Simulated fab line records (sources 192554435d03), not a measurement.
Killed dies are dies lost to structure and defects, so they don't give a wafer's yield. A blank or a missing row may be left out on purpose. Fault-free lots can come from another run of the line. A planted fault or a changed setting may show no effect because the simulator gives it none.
Split-lot experiment -- flow n5_finfet -- on a route of 1938 steps: 7 lots, 21 wafers read

## THE SPLIT ITSELF
At N5_SDB_ETCH_17 (etches SiARC in CF4, target depth 23.4 nm, time 39 s), the setting bias_w was moved away from the recipe's 36 W on 6 of the 21 wafers read, by -15.9% to +17.1%. The other wafers ran this setting at the recipe's value.

The split's own step is where the reading is taken.

## THE READING
rf_vpp_V, in V, at N5_SDB_ETCH_17 (etches SiARC in CF4, target depth 23.4 nm, time 39 s). Fault-free wafers of this fab line usually give 184.0 V, standard deviation 1.3 V.

wafer,"tool, chamber at the split","bias_w as run, W",against the recipe,"rf_vpp_V, V",against lot-mates on the recipe
L074.3,"rie_diel-01, 3",36,recipe,184.5,-
L074.5,"rie_diel-01, 2",36,recipe,183.7,-
L074.6,"rie_diel-01, 3",39.07,+8.5%,192.9,+8.8
L077.1,"rie_diel-01, 1",36,recipe,184.6,-
L077.4,"rie_diel-01, 3",36,recipe,182.5,-
L077.5,"rie_diel-01, 0",36,recipe,184.2,-
L086.1,"rie_diel-06, 1",36,recipe,184.9,-
L086.3,"rie_diel-06, 2",36,recipe,182.2,-
L086.6,"rie_diel-06, 1",36,recipe,184.1,-
L087.1,"rie_diel-01, 2",42.14,+17.1%,203.3,+20.4
L087.2,"rie_diel-01, 0",36,recipe,182.9,-
L087.6,"rie_diel-01, 0",42.14,+17.1%,201.7,+18.8
L091.3,"rie_diel-06, 2",36,recipe,183.9,-
L091.4,"rie_diel-06, 2",36,recipe,184.2,-
L091.6,"rie_diel-06, 0",30.27,-15.9%,166.4,-17.7
L093.1,"rie_diel-06, 2",36,recipe,182.8,-
L093.2,"rie_diel-06, 1",37.85,+5.1%,191.7,+9.0
L093.4,"rie_diel-06, 3",36,recipe,182.6,-
L094.2,"rie_diel-01, 2",36,recipe,182.0,-
L094.4,"rie_diel-01, 2",36,recipe,182.9,-
L094.6,"rie_diel-01, 3",40.52,+12.6%,197.8,+15.4

FIT RESULTS
A straight line over all 21 wafers: rf_vpp_V changes by +1.11 V for each +1% of bias_w; r = +0.99; the points scatter about the line by 1 V.
The same after taking each lot's own level away (the mean of its wafers on the recipe; 21 wafers): +1.15 V for each +1%; r = +0.99; scatter 1 V.
Per that fit: largest bias_w move, reading shift of 20 V.
Measured against the standard deviation above, the lots' own levels, which go from 182.45 to 184.10 V, span 1.3 times it.
The two slopes are in agreement: the lot-to-lot level therefore moves the slope only a little.
Check: +19.6 V against its lot-mates is what the line predicts for one of the wafers moved furthest among these (+17.1%) when that wafer is left out of the fit. It came out at +20.4 V against them.
Tool readings at the split's step, against how far the setting was moved: etch_rf_on_time_s r = -0.85; rf_vpp_V r = +0.99.

## THE WHOLE CHAIN: every reading that the file lists as answering this split, in the file's order
step,what it does,reading,change (the file's fit),r (the file's)
N5_SDB_ETCH_17,"etches SiARC in CF4, target depth 23.4 nm, time 39 s",etch_rf_on_time_s,withheld for each +1% of the setting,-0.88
N5_SDB_ETCH_17,"etches SiARC in CF4, target depth 23.4 nm, time 39 s",rf_vpp_V,+1.16 V for each +1% of the setting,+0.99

## FILE'S OWN FIT
rf_vpp_V changes by +1.16 V for each +1% of bias_w, r = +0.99.
